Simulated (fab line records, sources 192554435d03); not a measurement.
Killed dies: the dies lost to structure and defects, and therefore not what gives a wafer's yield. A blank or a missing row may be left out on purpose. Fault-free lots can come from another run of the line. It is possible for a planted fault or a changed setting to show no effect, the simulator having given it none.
Matching of chambers || flow n5Finfet || N5_BEOL_M3_ALD_98 on aldSin-01: 4 sister chambers
The step deposits SiO2, target thk 2.5 nm, pulse time 1 s, co reactant pulse time 1 s. 4 wafers are shown with their chamber, then 8 later ones without.

== WAFERS WITH THEIR CHAMBER ==
{"wafer": "L076.3", "chamber": 1, "heaterPowerW (W)": 66}
{"wafer": "L093.4", "chamber": 0, "heaterPowerW (W)": 73}
{"wafer": "L093.6", "chamber": 2, "heaterPowerW (W)": 68}
{"wafer": "L094.1", "chamber": 3, "heaterPowerW (W)": 93}

== WAFERS MISSING THEIR CHAMBER ==
{"wafer": "L094.4", "heaterPowerW (W)": 67}
{"wafer": "L094.5", "heaterPowerW (W)": 95}
{"wafer": "L092.1", "heaterPowerW (W)": 97}
{"wafer": "L092.3", "heaterPowerW (W)": 70}
{"wafer": "L092.5", "heaterPowerW (W)": 96}
{"wafer": "L097.4", "heaterPowerW (W)": 67}
{"wafer": "L097.5", "heaterPowerW (W)": 71}
{"wafer": "L097.6", "heaterPowerW (W)": 67}

== CHAMBER TAKEN BY EACH ==
{"wafer": "L094.4", "from the rows above": "can't be placed: 1 or 2", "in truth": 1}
{"wafer": "L094.5", "from the rows above": 3, "in truth": 3}
{"wafer": "L092.1", "from the rows above": 3, "in truth": 3}
{"wafer": "L092.3", "from the rows above": "can't be placed: 2 or 0 or 1", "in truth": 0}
{"wafer": "L092.5", "from the rows above": 3, "in truth": 3}
{"wafer": "L097.4", "from the rows above": "can't be placed: 1 or 2", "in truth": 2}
{"wafer": "L097.5", "from the rows above": "can't be placed: 0 or 2 or 1", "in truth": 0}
{"wafer": "L097.6", "from the rows above": "can't be placed: 1 or 2", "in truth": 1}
Placed correctly: 3 of 8. From these rows, 5 cannot be placed; in 5 the true chamber is one of the candidates. Number placed wrongly: 0.
How it was worked out, from the rows above alone: a wafer's distance from a chamber is the root of the sum, over the readings, of the square of ((its reading less the chamber's mean) divided by the reading's scatter). The wafer belongs to the nearest chamber; if the next one is less than 2 further off, it can't be placed. For every chamber, the mean is computed from those of its wafers that are shown. The scatter: with one shown wafer a chamber, the root of the mean of the squares of how far each hidden wafer lies from its nearest shown one.
